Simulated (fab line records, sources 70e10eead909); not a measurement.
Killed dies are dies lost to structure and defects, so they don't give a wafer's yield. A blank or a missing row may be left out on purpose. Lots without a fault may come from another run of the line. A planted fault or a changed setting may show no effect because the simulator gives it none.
fab line records | flow nand_harc
record lots=23 wafers=69 last_day=24
route steps=1159 shown A_WL_FILL@810 A_CONTACT@858
lots that met no fault: from a run of the same line without faults
start_h: hours from the record's first day to the start of the lot's first wafer shown | wait_h: hours since the lot's step before | " the same as in the row above | L1.1+2: a row that stands for several wafers | - no value, or no start given | * or withheld: withheld | < > ~ a bound
route shown NAME@n: a module of which the file shows steps, and the number in the route of the first | usual: mean/standard deviation of fault-free wafers | same: alike in all rows | chamber/n: place in a boat | sites: the reading at each site | _std_site: their standard deviation | _edge_site: outer sites' mean less inner sites' | radius_mm: how far each site lies from the wafer's centre | mask NAME#n: copy n | behind: the tool/chamber that last shaped the wafer | hold: why the lot was held/for how many hours/how that ended | device: the transistor (n, p or np) that didn't switch | end of line: the same wafers' tests at the end of the route | a step without rows: its recipe alone | killed: dies lost to structure and defects at the first sort, not the wafer's yield | map: a wafer's dies, x killed, . not, _ none there
set.NAME: the setting as run; set.NAME@STEP: as run at that earlier step | model.NAME: the simulator's own value behind a step, which no gauge read
steps of the route over a sample of lots; a table a step, a row a wafer
services: from which hour (start_h, from the record's first day; less than 0 if before it) a tool's chamber was out of use, for how many hours, and why
## steps
# step NHARC_A_WL_FILL_RTA_01
# recipe temp_c=1000 time_s=5
# usual lamp_power_pct=30.50/0.1 lamp_zone_4_pct=30.50/0.11 lamp_zone_5_pct=30.50/0.1 wafer_temp_C_max=1004.7/1.3
# columns lot.wafer tool chamber start_h wait_h lamp_power_pct lamp_zone_4_pct lamp_zone_5_pct wafer_temp_C_max
L074.1 rtp_anneal-01 0 331.93 - 30.56 30.59 30.56 1007.3
L074.2 " 0 " " 30.56 30.66 30.57 1005.6
L074.5 " 0 " " 30.59 30.65 30.55 1007.0
L075.2 rtp_anneal-02 0 339.30 - 30.43 30.44 30.42 1004.6
L075.3 " 0 " " 30.40 30.39 30.38 1004.6
L075.5 " 0 " " 30.41 30.38 30.43 1003.5
L077.3 rtp_anneal-01 0 339.40 - 30.58 30.55 30.58 1005.5
L077.4 " 0 " " 30.63 30.55 30.54 1005.6
L077.6 " 0 " " 30.60 30.55 30.59 1006.0
L078.2 rtp_anneal-01 0 353.82 - 30.57 30.62 30.64 1006.3
L078.3 " 0 " " 30.62 30.61 30.58 1004.1
L078.5 " 0 " " 30.57 30.61 30.57 1005.4
L076.2 rtp_anneal-02 0 353.99 - 30.41 30.38 30.41 1004.0
L076.4 " 0 " " 30.41 30.36 30.42 1005.4
L076.5 " 0 " " 30.42 30.41 30.41 1004.0
L080.2 rtp_anneal-01 0 360.72 - 30.60 30.53 30.62 1004.4
L080.4 " 0 " " 30.60 30.64 30.61 1004.4
L080.6 " 0 " " 30.58 30.60 30.60 1006.0
L079.2 rtp_anneal-01 0 360.89 - 30.58 30.61 30.63 1006.5
L079.3 " 0 " " 30.63 30.59 30.62 1005.3
L079.6 " 0 " " 30.60 30.57 30.64 1005.4
L081.1 rtp_anneal-02 0 361.02 - 30.36 30.38 30.31 1003.7
L081.2 " 0 " " 30.33 30.37 30.41 1003.3
L081.4 " 0 " " 30.34 30.28 30.39 1003.6
L082.1 rtp_anneal-02 0 380.62 - 30.40 30.40 30.38 1003.4
L082.3 " 0 " " 30.37 30.37 30.42 1003.9
L082.5 " 0 " " 30.42 30.42 30.38 1003.6
L083.1 rtp_anneal-02 0 380.79 - 30.45 30.38 30.36 1003.3
L083.3 " 0 " " 30.39 30.43 30.37 1004.5
L083.5 " 0 " " 30.42 30.43 30.44 1003.3
L084.1 rtp_anneal-01 0 384.24 - 30.55 30.61 30.59 1007.5
L084.2 " 0 " " 30.60 30.57 30.58 1006.6
L084.6 " 0 " " 30.64 30.59 30.57 1005.7
L085.1 rtp_anneal-02 0 390.69 - 30.41 30.43 30.40 1003.8
L085.4 " 0 " " 30.36 30.41 30.40 1003.5
L085.5 " 0 " " 30.42 30.40 30.40 1004.4
L086.1 rtp_anneal-01 0 400.25 - 30.55 30.54 30.55 1005.2
L086.4 " 0 " " 30.55 30.52 30.61 1006.0
L086.6 " 0 " " 30.54 30.54 30.53 1004.2
L087.2 rtp_anneal-01 0 400.47 - 30.56 30.60 30.64 1007.7
L087.4 " 0 " " 30.61 30.61 30.53 1005.2
L087.5 " 0 " " 30.55 30.62 30.60 1007.8
L090.1 rtp_anneal-01 0 422.34 - 30.66 30.64 30.59 1004.9
L090.3 " 0 " " 30.57 30.62 30.60 1006.0
L090.6 " 0 " " 30.62 30.60 30.60 1005.7
L088.2 rtp_anneal-01 0 422.54 - 30.55 30.61 30.67 1005.2
L088.3 " 0 " " 30.63 30.57 30.63 1004.5
L088.6 " 0 " " 30.54 30.59 30.60 1007.5
L093.1 rtp_anneal-02 0 427.59 - 30.41 30.37 30.36 1002.5
L093.2 " 0 " " 30.47 30.38 30.36 1002.4
L093.6 " 0 " " 30.40 30.38 30.43 1003.8
L089.1 rtp_anneal-01 0 427.61 - 30.61 30.60 30.61 1004.6
L089.2 " 0 " " 30.65 30.58 30.66 1003.7
L089.5 " 0 " " 30.57 30.62 30.63 1006.4
L091.1 rtp_anneal-02 0 427.76 - 30.36 30.39 30.41 1003.8
L091.4 " 0 " " 30.41 30.39 30.39 1003.0
L091.6 " 0 " " 30.43 30.40 30.43 1002.9
L092.1 rtp_anneal-02 0 444.89 - 30.40 30.40 30.40 1003.3
L092.3 " 0 " " 30.40 30.39 30.45 1004.1
L092.4 " 0 " " 30.39 30.42 30.40 1003.1
L096.2 rtp_anneal-02 0 457.51 - 30.41 30.39 30.36 1005.0
L096.4 " 0 " " 30.44 30.39 30.44 1004.9
L096.5 " 0 " " 30.41 30.37 30.45 1004.7
L097.2 rtp_anneal-02 0 457.68 - 30.36 30.38 30.42 1003.2
L097.4 " 0 " " 30.34 30.42 30.43 1004.1
L097.6 " 0 " " 30.41 30.38 30.45 1003.8
L095.1 rtp_anneal-01 0 473.16 - 30.58 30.59 30.60 1004.3
L095.3 " 0 " " 30.61 30.58 30.62 1004.9
L095.6 " 0 " " 30.60 30.63 30.63 1006.3
# step NHARC_A_WL_FILL_ALD_02
# recipe target_thk_a=20 pulse_time_s=3 ald_cycles=100 temp_c=450 material=TiN
# usual heater_power_outer_w=677/64 heater_power_w=1055/85 precursor_pulse_height_rel=1.000/0.022
# same ald_cycles=100
# columns lot.wafer tool chamber start_h wait_h heater_power_outer_w heater_power_w precursor_pulse_height_rel
L074.2 ald_metal-03 2 332.19 0.2 591 865 1.011
L074.1 " 3 " " 733 1110 1.016
L074.5 " 1 " " 709 1112 1.013
L077.4 ald_metal-03 3 339.55 0.1 749 1111 1.014
L077.3 " 0 " " 637 1094 0.976
L077.6 " 3 " " 751 1113 0.960
L075.3 ald_metal-02 0 339.56 0.2 639 918 1.028
L075.2 " 1 " " 789 1119 0.979
L075.5 " 2 " " 608 1044 1.003
L078.2 ald_metal-02 3 354.05 0.2 668 1039 1.013
L078.3 " 0 " " 653 937 1.004
L078.5 " 3 " " 661 1063 0.959
L076.4 ald_metal-04 0 354.17 0.1 593 995 0.993
L076.2 " 1 " " 675 1015 0.992
L076.5 " 1 " " 663 1024 0.972
L080.4 ald_metal-02 0 360.91 0.1 652 965 1.007
L080.2 " 1 " " 780 1189 0.982
L080.6 " 1 " " 778 1153 1.018
L079.3 ald_metal-04 1 361.15 0.2 675 1001 1.018
L079.2 " 2 " " 705 1163 0.977
L079.6 " 0 " " 598 1036 0.990
L081.1 ald_metal-03 1 361.27 0.2 710 1119 1.047
L081.2 " 2 " " 593 884 1.003
L081.4 " 3 " " 737 1115 1.042
L082.1 ald_metal-04 2 380.88 0.2 724 1172 1.025
L082.3 " 3 " " 753 1222 1.027
L082.5 " 1 " " 680 976 1.003
L083.1 ald_metal-03 1 381.09 0.3 723 1128 0.969
L083.3 " 2 " " 569 887 0.970
L083.5 " 3 " " 757 1145 1.015
L084.2 ald_metal-02 0 384.46 0.2 623 921 0.996
L084.1 " 3 " " 658 1032 1.002
L084.6 " 0 " " 616 931 1.020
L085.1 ald_metal-03 2 390.95 0.2 571 914 0.996
L085.4 " 3 " " 730 1151 1.011
L085.5 " 2 " " 592 891 0.994
L086.1 ald_metal-03 0 400.46 0.2 655 1086 0.994
L086.4 " 3 " " 754 1134 0.988
L086.6 " 0 " " 649 1085 0.956
L087.2 ald_metal-02 3 400.70 0.2 666 1029 1.001
L087.4 " 0 " " 609 922 1.031
L087.5 " 2 " " 633 1038 0.966
L090.3 ald_metal-04 1 422.55 0.1 663 1009 1.014
L090.1 " 3 " " 733 1173 1.023
L090.6 " 1 " " 668 982 0.967
L088.3 ald_metal-02 0 422.77 0.2 629 949 0.985
L088.2 " 2 " " 609 1044 1.027
L088.6 " 3 " " 668 1037 1.056
L093.2 ald_metal-04 1 427.80 0.2 670 1005 0.990
L093.1 " 3 " " 730 1165 1.001
L093.6 " 2 " " 709 1150 0.990
L089.2 ald_metal-03 1 427.83 0.2 717 1111 0.982
L089.1 " 2 " " 599 915 1.015
L089.5 " 1 " " 711 1127 0.965
L091.1 ald_metal-02 1 427.98 0.2 805 1154 1.008
L091.4 " 3 " " 663 1041 0.986
L091.6 " 1 " " 787 1145 1.026
L092.3 ald_metal-03 0 445.11 0.1 657 1094 1.011
L092.1 " 1 " " 719 1141 1.007
L092.4 " 3 " " 766 1120 0.997
L096.4 ald_metal-03 0 457.70 0.1 663 1068 0.969
L096.2 " 3 " " 751 1115 0.979
L096.5 " 0 " " 655 1093 0.973
L097.2 ald_metal-04 0 457.87 0.2 566 958 1.035
L097.4 " 2 " " 731 1129 1.011
L097.6 " 0 " " 573 958 0.993
L095.3 ald_metal-02 1 473.37 0.1 767 1116 1.023
L095.1 " 2 " " 638 1066 1.001
L095.6 " 2 " " 640 998 1.039
# step NHARC_A_WL_FILL_CVD_20
# recipe target_thk_a=750 temp_c=300 pressure_torr=40 wf6_flow_sccm=40 h2_flow_sccm=1600 ar_flow_sccm=1560 time_s=5064 material=W
# usual heater_power_outer_w=294/21 heater_power_w=515/46 mfc_h2_sccm=1600/5 throttle_valve_pct=7.90/0.26
# columns lot.wafer tool chamber start_h wait_h heater_power_outer_w heater_power_w mfc_h2_sccm throttle_valve_pct
L074.1 cvd_w-01 1 - - 260 446 1604 7.94
L074.2 " 0 " " 285 504 1595 8.15
L074.5 " 1 " " 264 453 1603 7.93
L075.2 cvd_w-02 1 - - 319 535 1595 8.05
L075.3 " 1 " " 320 551 1596 7.53
L075.5 " 1 " " 317 547 1597 7.56
L077.4 cvd_w-01 0 - - 281 491 1603 7.96
L077.3 " 1 " " 270 454 1598 7.94
L077.6 " 0 " " 279 495 1607 8.12
L078.2 cvd_w-01 1 - - 263 441 1602 8.09
L078.3 " 0 " " 285 494 1607 8.02
L078.5 " 0 " " 278 503 1609 8.04
L076.2 cvd_w-01 1 - - 266 453 1596 8.10
L076.4 " 1 " " 256 445 1602 7.67
L076.5 " 1 " " 271 449 1600 7.93
L079.2 cvd_w-01 1 - - 262 450 1606 8.26
L079.3 " 1 " " 263 451 1602 7.84
L079.6 " 0 " " 282 494 1600 7.71
L080.2 cvd_w-02 1 - - 299 552 1610 7.55
L080.4 " 1 " " 315 532 1601 7.67
L080.6 " 0 " " 322 569 1598 7.82
L081.2 cvd_w-01 0 - - 281 503 1599 8.09
L081.1 " 1 " " 260 458 1602 8.01
L081.4 " 0 " " 287 492 1604 8.06
L083.1 cvd_w-02 1 - - 317 515 1599 7.54
L083.3 " 1 " " 302 550 1594 7.52
L083.5 " 1 " " 308 529 1609 7.87
L082.1 cvd_w-01 1 - - 267 442 1602 8.07
L082.3 " 1 " " 263 450 1606 7.93
L082.5 " 1 " " 268 454 1601 7.81
L084.2 cvd_w-02 1 - - 307 533 1602 7.23
L084.1 " 0 " " 315 575 1597 7.98
L084.6 " 1 " " 314 529 1605 7.75
L085.1 cvd_w-01 1 - - 263 454 1593 8.28
L085.4 " 1 " " 265 450 1591 7.80
L085.5 " 1 " " 264 440 1593 7.84
L087.2 cvd_w-01 1 - - 268 457 1601 8.05
L087.4 " 1 " " 270 447 1603 8.21
L087.5 " 0 " " 286 512 1605 8.02
L086.1 cvd_w-02 1 - - 310 513 1600 7.71
L086.4 " 1 " " 314 535 1594 7.20
L086.6 " 1 " " 310 541 1596 7.59
L090.1 cvd_w-02 1 - - 312 554 1595 7.41
L090.3 " 1 " " 315 550 1601 7.51
L090.6 " 1 " " 307 529 1596 7.24
L088.2 cvd_w-01 1 - - 264 461 1603 7.89
L088.3 " 0 " " 275 503 1605 7.96
L088.6 " 1 " " 265 466 1604 7.84
L093.1 cvd_w-02 0 - - 321 571 1593 8.10
L093.2 " 1 " " 310 559 1601 7.33
L093.6 " 0 " " 307 567 1600 7.97
L089.1 cvd_w-02 0 - - 313 559 1603 8.10
L089.2 " 1 " " 306 538 1597 7.40
L089.5 " 1 " " 311 530 1601 7.55
L091.1 cvd_w-01 1 - - 261 458 1595 7.90
L091.4 " 0 " " 282 526 1592 8.04
L091.6 " 0 " " 288 500 1590 8.19
L092.1 cvd_w-02 0 - - 315 569 1604 8.11
L092.4 " 1 " " 314 538 1602 7.42
L092.3 " 0 " " 316 593 1606 8.11
L096.2 cvd_w-02 1 - - 310 537 1600 7.64
L096.4 " 1 " " 311 547 1600 7.61
L096.5 " 0 " " 316 565 1596 8.30
L097.2 cvd_w-02 1 - - 302 534 1592 7.58
L097.4 " 1 " " 308 537 1594 7.54
L097.6 " 1 " " 312 541 1590 7.45
L095.1 cvd_w-02 1 - - 306 554 1609 7.53
L095.3 " 0 " " 315 572 1594 8.16
L095.6 " 1 " " 313 556 1600 7.83
# step NHARC_A_CONTACT_ETCH_48
# recipe target_depth_a=390 over_etch_frac=0.3 time_s=65 ion_energy_ev=80 cf4_flow_sccm=150 ar_flow_sccm=0 rf_w=300 bias_w=100 chemistry=CF4
# usual drypump_motor_current_A=5.9/0.38 oes_product_au=1.000/0.013 rf_fwd_power_W=297.4/1.3 rf_vpp_V=151.1/1.4 showerhead_plenum_p_Torr=1.76/0.088 throttle_valve_pct=13.284/0.0089
# columns lot.wafer tool chamber start_h wait_h drypump_motor_current_A oes_product_au rf_fwd_power_W rf_hours_counter_h rf_vpp_V showerhead_plenum_p_Torr throttle_valve_pct
L074.1 rie_diel-12 1 362.63 0.1 5.9 0.994 296.8 51 153.0 1.89 13.279
L074.2 " 2 " " 5.3 0.993 296.8 52 151.2 1.67 13.273
L074.5 " 0 " " 6.1 0.983 298.2 - 152.5 1.83 13.277
L075.3 rie_diel-12 0 373.04 0.1 6.1 0.979 297.3 54 150.8 1.83 13.297
L075.2 " 1 " " 5.9 0.989 295.5 55 152.6 1.89 13.277
L075.5 " 3 " " 5.6 0.995 299.3 - 151.4 1.82 13.273
L077.3 rie_diel-03 1 374.27 0.1 6.1 1.003 298.1 29 150.6 1.66 13.283
L077.4 " 3 " " 6.7 0.986 296.8 31 151.7 1.72 13.289
L077.6 " 1 " " 6.0 1.010 296.2 - 149.5 1.66 13.279
L078.3 rie_diel-12 3 389.04 0.1 5.5 1.005 300.0 0 152.0 1.81 13.286
L078.2 " 0 " " 6.1 0.984 297.3 0 151.2 1.83 13.293
L078.5 " 3 " " 5.6 0.984 297.2 - 151.7 1.82 13.292
L076.2 rie_diel-11 2 392.96 0.2 6.1 1.002 294.5 6 152.9 1.89 13.296
L076.4 " 1 " " 5.7 1.017 298.0 4 153.4 1.87 13.284
L076.5 " 3 " " 6.6 1.016 298.5 - 149.3 1.66 13.291
L079.2 rie_diel-03 1 404.06 0.1 6.1 0.994 297.6 0 150.3 1.66 13.273
L079.3 " 0 " " 5.9 0.990 298.6 0 150.8 1.75 13.288
L079.6 " 2 " " 5.5 0.997 299.3 - 150.8 1.85 13.291
L080.4 rie_diel-12 2 406.30 0.1 5.3 1.030 296.0 8 148.0 1.67 13.276
L080.2 " 0 " " 6.0 0.995 299.2 9 152.4 1.82 13.300
L080.6 " 2 " " 5.4 1.017 296.0 - 150.1 1.67 13.293
L081.2 rie_diel-03 2 409.12 0.1 5.6 0.989 296.9 1 152.1 1.85 13.281
L081.1 " 0 " " 5.9 1.001 297.1 1 149.8 1.75 13.296
L081.4 " 1 " " 6.0 0.989 297.5 1 151.5 1.66 13.280
L082.3 rie_diel-03 2 422.13 0.1 5.6 0.988 297.3 3 152.5 1.85 13.282
L082.1 " 3 " " 6.6 0.987 296.7 3 151.3 1.72 13.284
L082.5 " 3 " " 6.6 0.978 296.5 - 149.0 1.72 13.283
L083.1 rie_diel-11 0 422.37 0.1 5.7 0.976 295.7 15 151.4 1.68 13.286
L083.3 " 1 " " 5.7 1.014 297.2 13 154.0 1.87 13.287
L083.5 " 1 " " 5.7 1.017 297.1 - 153.1 1.87 13.278
L084.1 rie_diel-03 0 426.48 0.1 5.9 1.002 297.2 5 150.9 1.75 13.296
L084.2 " 3 " " 6.7 0.995 296.5 4 150.3 1.72 13.276
L084.6 " 0 " " 5.9 0.995 298.9 - 150.5 1.75 13.277
L085.1 rie_diel-11 0 432.07 0.1 5.8 0.983 298.3 20 148.6 1.67 13.276
L085.4 " 2 " " 6.1 1.003 295.2 18 152.2 1.88 13.296
L085.5 " 1 " " 5.7 1.026 297.4 - 151.8 1.87 13.291
L087.4 rie_diel-11 0 437.79 0.1 5.8 0.982 296.9 22 151.1 1.67 13.301
L087.2 " 1 " " 5.7 1.025 297.1 20 152.6 1.87 13.276
L087.5 " 0 " " 5.8 0.990 297.0 - 149.7 1.67 13.269
L086.1 rie_diel-03 3 444.29 0.1 6.7 1.007 296.9 7 149.1 1.71 13.291
L086.4 " 1 " " 6.0 1.002 298.7 9 150.9 1.66 13.272
L086.6 " 0 " " 5.9 0.993 298.5 - 151.6 1.75 13.292
L090.1 rie_diel-11 3 456.27 0.1 6.6 1.011 298.8 28 149.5 1.65 13.291
L090.3 " 1 " " 5.7 1.033 296.7 27 152.5 1.87 13.288
L090.6 " 3 " " 6.6 1.009 299.8 - 148.5 1.65 13.275
L088.2 rie_diel-11 1 460.14 0.1 5.7 1.042 298.7 28 151.6 1.87 13.279
L088.3 " 3 " " 6.6 1.023 297.8 30 149.5 1.65 13.284
L088.6 " 1 " " 5.6 1.028 298.1 - 151.6 1.87 13.263
L093.1 rie_diel-03 0 462.22 0.1 5.9 0.990 299.4 12 150.6 1.75 13.290
L093.2 " 1 " " 6.0 1.003 296.7 11 149.6 1.66 13.286
L093.6 " 1 " " 6.0 1.003 296.8 - 150.5 1.65 13.280
L089.1 rie_diel-03 1 467.54 0.1 6.0 1.005 296.9 13 149.0 1.65 13.269
L089.2 " 3 " " 6.6 0.998 296.0 11 151.5 1.71 13.306
L089.5 " 0 " " 5.9 0.997 297.7 - 151.2 1.75 13.259
L091.4 rie_diel-12 2 468.01 0.1 5.4 1.015 297.7 30 149.9 1.66 13.275
L091.1 " 3 " " 5.6 0.996 299.8 29 152.4 1.81 13.290
L091.6 " 0 " " 6.1 0.995 297.3 - 151.6 1.82 13.284
L092.3 rie_diel-03 1 475.49 0.1 6.0 1.000 296.5 15 150.0 1.65 13.278
L092.1 " 2 " " 5.5 1.001 298.6 12 151.7 1.85 13.280
L092.4 " 3 " " 6.7 0.987 297.0 12 149.2 1.71 13.274
L096.2 rie_diel-03 2 492.00 0.1 5.5 0.992 298.9 16 150.3 1.85 13.277
L096.5 " 1 " " 6.0 1.009 296.6 - 148.4 1.65 13.283
L096.4 " 2 " " 5.5 0.989 297.9 - 152.9 1.85 13.277
L097.4 rie_diel-12 1 495.38 0.1 5.9 0.985 296.8 34 152.6 1.88 13.295
L097.2 " 2 " " 5.3 1.001 297.2 38 150.6 1.66 13.270
L097.6 " 1 " " 5.9 0.999 297.7 - 153.7 1.88 13.274
L095.3 rie_diel-03 1 506.18 0.2 6.0 1.008 296.0 20 150.3 1.65 13.297
L095.1 " 2 " " 5.6 0.997 297.0 17 151.2 1.85 13.291
L095.6 " 1 " " 6.0 1.001 296.4 - 149.9 1.65 13.294
# step NHARC_A_CONTACT_ETCH_50
# recipe target_depth_a=847 time_s=42.4 cf4_flow_sccm=100 chf3_flow_sccm=30 ar_flow_sccm=0 rf_w=500 bias_w=200 chemistry=CF4/CHF3
# usual drypump_motor_current_A=6.0/0.4 oes_product_au=0.951/0.02 rf_fwd_power_W=493.7/2.4 rf_vpp_V=370.5/2.8 showerhead_plenum_p_Torr=1.57/0.08 throttle_valve_pct=16.803/0.0091
# columns lot.wafer tool chamber start_h wait_h drypump_motor_current_A oes_product_au rf_fwd_power_W rf_hours_counter_h rf_vpp_V showerhead_plenum_p_Torr throttle_valve_pct
L074.1 rie_diel-12 0 - - 6.1 0.899 493.1 50 372.9 1.63 16.811
L074.2 " 3 " " 5.6 0.932 495.0 51 371.1 1.62 16.796
L074.5 " 0 " " 6.1 0.909 495.2 - 371.5 1.63 16.804
L077.4 rie_diel-03 3 - - 6.7 0.933 493.3 31 369.6 1.53 16.795
L077.3 " 0 " " 5.9 0.967 494.8 29 369.5 1.56 16.808
L077.6 " 3 " " 6.7 0.930 491.0 - 370.2 1.53 16.796
L075.2 rie_diel-12 1 - - 5.9 0.919 489.7 57 371.9 1.68 16.789
L075.3 " 3 " " 5.5 0.925 495.8 56 372.5 1.62 16.803
L075.5 " 1 " " 6.0 0.919 491.9 - 374.5 1.69 16.806
L078.3 rie_diel-12 1 - - 6.0 0.964 491.6 0 374.9 1.68 16.801
L078.2 " 3 " " 5.5 0.960 498.1 0 371.1 1.62 16.808
L078.5 " 1 " " 5.9 0.968 492.7 - 374.4 1.69 16.802
L076.2 rie_diel-11 1 - - 5.7 0.953 495.2 5 374.1 1.67 16.792
L076.4 " 2 " " 6.1 0.930 490.4 6 375.2 1.68 16.814
L076.5 " 2 " " 6.1 0.937 492.9 - 373.2 1.68 16.798
L079.2 rie_diel-03 2 - - 5.5 0.952 494.8 0 373.6 1.65 16.790
L079.3 " 1 " " 6.0 0.960 493.9 1 365.5 1.47 16.789
L079.6 " 3 " " 6.7 0.985 489.0 - 369.7 1.53 16.813
L080.4 rie_diel-12 2 - - 5.3 0.952 494.8 8 367.4 1.48 16.814
L080.2 " 3 " " 5.5 0.954 494.8 8 370.5 1.61 16.814
L080.6 " 1 " " 5.9 0.939 491.9 - 373.7 1.68 16.814
L081.4 rie_diel-03 0 - - 5.9 0.968 495.5 2 369.7 1.56 16.808
L081.2 " 1 " " 6.0 0.969 494.4 2 367.9 1.47 16.815
L081.1 " 2 " " 5.5 0.963 496.6 1 374.7 1.65 16.791
L082.3 rie_diel-03 0 - - 5.9 0.973 498.5 4 370.4 1.56 16.809
L082.1 " 1 " " 6.0 0.976 494.4 4 367.6 1.47 16.799
L082.5 " 0 " " 5.9 0.965 495.9 - 369.8 1.56 16.810
L083.3 rie_diel-11 3 - - 6.6 0.955 496.5 15 366.3 1.47 16.815
L083.1 " 0 " " 5.8 0.924 494.7 15 366.9 1.49 16.787
L083.5 " 0 " " 5.8 0.924 494.5 - 367.7 1.49 16.798
L084.2 rie_diel-03 2 - - 5.5 0.938 495.8 4 374.8 1.65 16.798
L084.1 " 3 " " 6.7 0.942 492.7 5 369.6 1.53 16.803
L084.6 " 1 " " 6.0 0.949 491.5 - 365.9 1.47 16.799
L085.4 rie_diel-11 2 - - 6.1 0.958 490.1 19 375.5 1.68 16.818
L085.1 " 3 " " 6.6 0.965 494.5 20 367.3 1.47 16.797
L085.5 " 1 " " 5.7 0.968 493.3 - 371.9 1.66 16.800
L087.2 rie_diel-11 0 - - 5.8 0.966 494.5 22 367.2 1.49 16.795
L087.4 " 1 " " 5.7 1.005 494.2 20 373.3 1.66 16.791
L087.5 " 3 " " 6.7 0.963 495.3 - 367.0 1.47 16.806
L086.1 rie_diel-03 2 - - 5.6 0.969 497.4 7 371.6 1.65 16.797
L086.4 " 0 " " 5.9 0.950 497.7 9 369.5 1.56 16.791
L086.6 " 3 " " 6.7 0.975 491.7 - 368.5 1.52 16.818
L090.3 rie_diel-11 2 - - 6.1 0.937 486.5 28 373.2 1.67 16.826
L090.1 " 0 " " 5.8 0.911 491.9 29 368.6 1.49 16.793
L090.6 " 2 " " 6.1 0.938 486.7 - 373.3 1.67 16.811
L088.2 rie_diel-11 0 - - 5.8 0.959 492.8 30 366.8 1.49 16.813
L088.3 " 1 " " 5.7 0.986 490.0 28 372.4 1.66 16.813
L088.6 " 3 " " 6.6 0.984 495.4 - 366.8 1.47 16.817
L093.1 rie_diel-03 1 - - 6.0 0.978 490.7 11 368.3 1.47 16.796
L093.2 " 2 " " 5.6 0.978 497.1 9 370.8 1.65 16.813
L093.6 " 0 " " 5.9 0.964 497.6 - 369.5 1.56 16.813
L089.1 rie_diel-03 0 - - 5.9 0.953 496.0 13 370.4 1.56 16.801
L089.2 " 1 " " 6.0 0.962 491.1 13 365.8 1.47 16.798
L089.5 " 2 " " 5.5 0.970 497.1 - 374.3 1.65 16.808
L091.4 rie_diel-12 2 - - 5.3 0.956 491.9 31 368.3 1.48 16.791
L091.1 " 3 " " 5.5 0.955 493.7 30 371.2 1.61 16.806
L091.6 " 1 " " 5.9 0.956 492.7 - 374.5 1.68 16.795
L092.1 rie_diel-03 0 - - 5.9 0.955 495.1 15 370.4 1.55 16.809
L092.3 " 1 " " 6.1 0.944 493.4 15 366.9 1.47 16.812
L092.4 " 2 " " 5.5 0.941 496.8 12 371.8 1.65 16.796
L096.2 rie_diel-03 1 - - 6.0 0.950 492.3 19 365.7 1.47 16.801
L096.5 " 2 " " 5.5 0.946 497.8 - 373.7 1.65 16.816
L096.4 " 1 " " 6.0 0.941 493.9 - 367.8 1.47 16.804
L097.4 rie_diel-12 0 - - 6.1 0.936 495.2 36 372.1 1.62 16.830
L097.2 " 2 " " 5.3 0.939 490.4 38 366.0 1.48 16.798
L097.6 " 1 " " 5.9 0.921 493.0 - 374.2 1.68 16.804
L095.3 rie_diel-03 2 - - 5.6 0.939 496.3 18 372.7 1.64 16.807
L095.1 " 3 " " 6.7 0.946 492.9 15 368.9 1.52 16.803
L095.6 " 3 " " 6.7 0.940 493.6 - 368.8 1.52 16.803
# step NHARC_A_CONTACT_ETCH_122
# recipe source_w=withheld pressure_mtorr=20 bias_v=3000 time_s=95 target_depth_a=9300 ar_flow_sccm=withheld c4f8_flow_sccm=withheld o2_flow_sccm=withheld chemistry=C4F8/O2/Ar
# columns lot.wafer tool chamber start_h wait_h rf_hours_counter_h
L074.1 har_cap_etch-02 1 365.27 0.1 7
L074.2 " 0 " " 7
L074.5 " 1 " " -
L077.3 har_cap_etch-02 0 377.10 0.1 -
L077.4 " 1 " " -
L077.6 " 1 " " -
L075.2 har_cap_etch-03 1 377.23 0.1 79
L075.3 " 1 " " -
L075.5 " 0 " " -
L078.2 har_cap_etch-01 1 391.34 0.1 62
L078.3 " 0 " " -
L078.5 " 1 " " -
L076.2 har_cap_etch-01 0 395.28 0.1 63
L076.4 " 0 " " -
L076.5 " 0 " " -
L079.2 har_cap_etch-01 0 406.35 0.1 65
L079.3 " 1 " " -
L079.6 " 0 " " -
L080.2 har_cap_etch-03 0 408.63 0.1 84
L080.4 " 1 " " -
L080.6 " 1 " " -
L081.1 har_cap_etch-02 1 411.41 0.1 15
L081.2 " 0 " " 15
L081.4 " 0 " " -
L082.1 har_cap_etch-03 0 424.42 0.1 87
L082.3 " 0 " " -
L082.5 " 1 " " -
L083.1 har_cap_etch-02 1 424.81 0.1 18
L083.3 " 0 " " -
L083.5 " 1 " " -
L084.1 har_cap_etch-03 0 428.86 0.1 88
L084.2 " 1 " " 88
L084.6 " 1 " " -
L085.1 har_cap_etch-02 0 434.50 0.1 20
L085.4 " 0 " " -
L085.5 " 0 " " -
L087.2 har_cap_etch-01 1 440.43 0.1 72
L087.4 " 1 " " -
L087.5 " 0 " " -
L086.1 har_cap_etch-01 1 446.95 0.1 73
L086.4 " 1 " " -
L086.6 " 0 " " -
L090.1 har_cap_etch-03 0 458.60 0.1 93
L090.3 " 1 " " -
L090.6 " 1 " " -
L088.2 har_cap_etch-02 0 462.43 0.1 25
L088.3 " 1 " " -
L088.6 " 1 " " -
L093.1 har_cap_etch-03 0 464.51 0.1 94
L093.2 " 1 " " 94
L093.6 " 0 " " -
L089.2 har_cap_etch-02 0 470.02 0.1 26
L089.1 " 1 " " 26
L089.5 " 0 " " -
L091.1 har_cap_etch-03 1 470.27 0.1 96
L091.4 " 0 " " -
L091.6 " 0 " " -
L092.1 har_cap_etch-02 1 477.94 0.1 28
L092.3 " 1 " " -
L092.4 " 0 " " -
L096.2 har_cap_etch-02 0 495.22 0.1 31
L096.4 " 0 " " -
L096.5 " 1 " " -
L097.2 har_cap_etch-01 1 497.69 0.1 82
L097.4 " 1 " " -
L097.6 " 1 " " -
L095.1 har_cap_etch-03 1 508.47 0.1 103
L095.3 " 0 " " -
L095.6 " 0 " " -
## services
# columns tool chamber start_h hours kind
ald_metal-03 - 322.00 10.0 pm
rie_diel-03 0 322.34 - clean
rie_diel-03 1 322.34 - clean
rie_diel-03 2 322.34 - clean
cvd_w-02 1 330.52 3.2 repair
ald_metal-02 - 364.00 10.0 pm
rie_diel-11 - 366.55 9.0 pm
cvd_w-02 - 378.37 13.0 pm
rie_diel-12 - 379.53 9.0 pm
ald_metal-02 - 380.48 1.1 repair
rie_diel-11 1 383.84 2.7 repair
rie_diel-03 - 392.30 9.0 pm
ald_metal-04 1 395.67 25.9 repair
ald_metal-04 - 406.00 10.0 pm
rie_diel-12 0 411.76 5.7 repair
har_cap_etch-01 - 460.12 0.6 repair
rie_diel-11 2 465.19 1.2 repair
cvd_w-01 - 467.31 0.7 repair
cvd_w-01 - 484.18 13.0 pm
ald_metal-03 2 486.50 5.5 repair
rie_diel-03 3 487.54 6.7 repair
ald_metal-03 - 500.00 10.0 pm
ald_metal-04 1 504.35 5.9 repair
rie_diel-11 2 507.23 4.9 repair
## key
fault none
